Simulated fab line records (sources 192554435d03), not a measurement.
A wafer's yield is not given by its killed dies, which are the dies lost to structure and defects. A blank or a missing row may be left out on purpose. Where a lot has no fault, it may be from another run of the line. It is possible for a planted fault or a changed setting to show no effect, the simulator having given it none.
Split-lot experiment || flow n5_finfet || on a route of 1938 steps: 7 lots, 21 wafers read

ABOUT THE SPLIT
At N5_BEOL_M14_TRENCH_ETCH_34 (etches SiO2 in C4F8/O2/Ar, target depth 556.65 nm, time 126.9 s), the setting time_s was moved away from the recipe's 126.9 s on 5 of the 21 wafers read, by -18.2% to -13.9%. For the rest of the wafers, this setting stayed at what the recipe calls for.

FROM THE SPLIT TO THE READING: what the file shows between them, 10 steps
- N5_BEOL_M14_STRIP_70: strips in C4F8/O2/Ar
- N5_BEOL_M14_OCD_MEAS_35
- N5_BEOL_M14_STRIP_37: strips in O2
- N5_BEOL_M14_ETCH_38: etches SiCN in CF4/N2, target depth 106.5 nm, time 120.6 s
- N5_BEOL_M14_ECD_47: material Cu, target thk 1248 nm
- N5_BEOL_M14_ANNEAL_48: time 90 s
- N5_BEOL_M14_CMP_49: polishes, stops on SiO2, t overpolish 5.2 s, target thk 560 nm
- N5_BEOL_M14_THK_MEAS_50: measures by xrf
- N5_BEOL_M14_PRE_CLEAN_52: time 15 s
- N5_BEOL_M14_DEP_53: deposits SiCN from 3MS/NH3, target thk 50 nm, time 17.8 s

THE READING
M14_RS, in ohm/sq, at N5_BEOL_M14_RS_MEAS_54 (measures by four-point-probe). Fault-free wafers of this fab line usually give 0.0333 ohm/sq, standard deviation 0.00094 ohm/sq.

{"wafer": "L075.1", "tool, chamber at the split": "rie_diel-06, 0", "time_s as run, s": 126.9, "against the recipe": "recipe", "M14_RS, ohm/sq": 0.0341, "against lot-mates on the recipe": "-"}
{"wafer": "L075.4", "tool, chamber at the split": "rie_diel-06, 1", "time_s as run, s": 109.2, "against the recipe": "-13.9%", "M14_RS, ohm/sq": 0.0374, "against lot-mates on the recipe": "+0.0033"}
{"wafer": "L075.6", "tool, chamber at the split": "rie_diel-06, 1", "time_s as run, s": 109.2, "against the recipe": "-13.9%", "M14_RS, ohm/sq": 0.0369, "against lot-mates on the recipe": "+0.0028"}
{"wafer": "L076.1", "tool, chamber at the split": "rie_diel-01, 1", "time_s as run, s": 103.8, "against the recipe": "-18.2%", "M14_RS, ohm/sq": 0.0428, "against lot-mates on the recipe": "+0.0085"}
{"wafer": "L076.4", "tool, chamber at the split": "rie_diel-01, 0", "time_s as run, s": 126.9, "against the recipe": "recipe", "M14_RS, ohm/sq": 0.0339, "against lot-mates on the recipe": "-"}
{"wafer": "L076.6", "tool, chamber at the split": "rie_diel-01, 1", "time_s as run, s": 126.9, "against the recipe": "recipe", "M14_RS, ohm/sq": 0.0347, "against lot-mates on the recipe": "-"}
{"wafer": "L078.1", "tool, chamber at the split": "rie_diel-06, 0", "time_s as run, s": 126.9, "against the recipe": "recipe", "M14_RS, ohm/sq": 0.0346, "against lot-mates on the recipe": "-"}
{"wafer": "L078.2", "tool, chamber at the split": "rie_diel-06, 3", "time_s as run, s": 126.9, "against the recipe": "recipe", "M14_RS, ohm/sq": 0.0339, "against lot-mates on the recipe": "-"}
{"wafer": "L078.6", "tool, chamber at the split": "rie_diel-06, 1", "time_s as run, s": 126.9, "against the recipe": "recipe", "M14_RS, ohm/sq": 0.0323, "against lot-mates on the recipe": "-"}
{"wafer": "L085.1", "tool, chamber at the split": "rie_diel-05, 2", "time_s as run, s": 126.9, "against the recipe": "recipe", "M14_RS, ohm/sq": 0.0332, "against lot-mates on the recipe": "-"}
{"wafer": "L085.4", "tool, chamber at the split": "rie_diel-05, 0", "time_s as run, s": 126.9, "against the recipe": "recipe", "M14_RS, ohm/sq": 0.0337, "against lot-mates on the recipe": "-"}
{"wafer": "L085.5", "tool, chamber at the split": "rie_diel-05, 2", "time_s as run, s": 126.9, "against the recipe": "recipe", "M14_RS, ohm/sq": 0.0336, "against lot-mates on the recipe": "-"}
{"wafer": "L089.3", "tool, chamber at the split": "rie_diel-05, 0", "time_s as run, s": 126.9, "against the recipe": "recipe", "M14_RS, ohm/sq": 0.0337, "against lot-mates on the recipe": "-"}
{"wafer": "L089.5", "tool, chamber at the split": "rie_diel-05, 0", "time_s as run, s": 126.9, "against the recipe": "recipe", "M14_RS, ohm/sq": 0.0335, "against lot-mates on the recipe": "-"}
{"wafer": "L089.6", "tool, chamber at the split": "rie_diel-05, 3", "time_s as run, s": 126.9, "against the recipe": "recipe", "M14_RS, ohm/sq": 0.0329, "against lot-mates on the recipe": "-"}
{"wafer": "L093.4", "tool, chamber at the split": "rie_diel-01, 3", "time_s as run, s": 126.9, "against the recipe": "recipe", "M14_RS, ohm/sq": 0.0329, "against lot-mates on the recipe": "-"}
{"wafer": "L093.5", "tool, chamber at the split": "rie_diel-01, 3", "time_s as run, s": 126.9, "against the recipe": "recipe", "M14_RS, ohm/sq": 0.0328, "against lot-mates on the recipe": "-"}
{"wafer": "L093.6", "tool, chamber at the split": "rie_diel-01, 2", "time_s as run, s": 126.9, "against the recipe": "recipe", "M14_RS, ohm/sq": 0.0325, "against lot-mates on the recipe": "-"}
{"wafer": "L097.3", "tool, chamber at the split": "rie_diel-06, 1", "time_s as run, s": 126.9, "against the recipe": "recipe", "M14_RS, ohm/sq": 0.0321, "against lot-mates on the recipe": "-"}
{"wafer": "L097.5", "tool, chamber at the split": "rie_diel-06, 3", "time_s as run, s": 103.8, "against the recipe": "-18.2%", "M14_RS, ohm/sq": 0.0418, "against lot-mates on the recipe": "+0.0097"}
{"wafer": "L097.6", "tool, chamber at the split": "rie_diel-06, 0", "time_s as run, s": 103.8, "against the recipe": "-18.2%", "M14_RS, ohm/sq": 0.0431, "against lot-mates on the recipe": "+0.0110"}

THE FIT
A straight line over all 21 wafers: M14_RS changes by -0.000442 ohm/sq for each +1% of time_s; r = -0.94; the points scatter about the line by 0.0012 ohm/sq.
The same after taking each lot's own level away (the mean of its wafers on the recipe; 21 wafers): -0.000451 ohm/sq for each +1%; r = -0.93; scatter 0.0014 ohm/sq.
Per that fit: largest time_s move, reading shift of 0.0082 ohm/sq.
Measured against the standard deviation above, the lots' own levels, which go from 0.03210 to 0.03430 ohm/sq, span 2.3 times it.
Hence the lot-to-lot level has little effect on the slope; both slopes agree.
Check: with one of the wafers moved furthest among these (-18.2%) left out of the fit, the line predicts +0.008 ohm/sq for it against its lot-mates. Against them it came out at +0.0085 ohm/sq.

THE WHOLE CHAIN: every reading that the file lists as answering this split, in the file's order
{"step": "N5_BEOL_M14_TRENCH_ETCH_34", "what it does": "etches SiO2 in C4F8/O2/Ar, target depth 556.65 nm, time 126.9 s", "reading": "etch.depth_nm (the simulator's own value, which no gauge read)", "change (the file's fit)": "+5.82 nm for each +1% of the setting", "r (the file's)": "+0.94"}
{"step": "N5_BEOL_M14_OCD_MEAS_35", "what it does": "", "reading": "trench_depth_nm", "change (the file's fit)": "+5.82 nm for each +1% of the setting", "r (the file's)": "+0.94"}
{"step": "N5_BEOL_M14_CMP_49", "what it does": "polishes, stops on SiO2, t overpolish 5.2 s, target thk 560 nm", "reading": "Cu_of_BEOL_M14_ECD_47.thk_nm (the simulator's own value, which no gauge read)", "change (the file's fit)": "+5.82 nm for each +1% of the setting", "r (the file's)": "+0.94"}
{"step": "N5_BEOL_M14_THK_MEAS_50", "what it does": "measures by xrf", "reading": "M14_THK", "change (the file's fit)": "+6.05 for each +1% of the setting", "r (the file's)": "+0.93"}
{"step": "N5_BEOL_M14_RS_MEAS_54", "what it does": "measures by four-point-probe", "reading": "M14_RS", "change (the file's fit)": "-0.000448 for each +1% of the setting", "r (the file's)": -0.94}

THE FILE'S OWN FIT
M14_RS changes by -0.000448 ohm/sq for each +1% of time_s, r = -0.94.
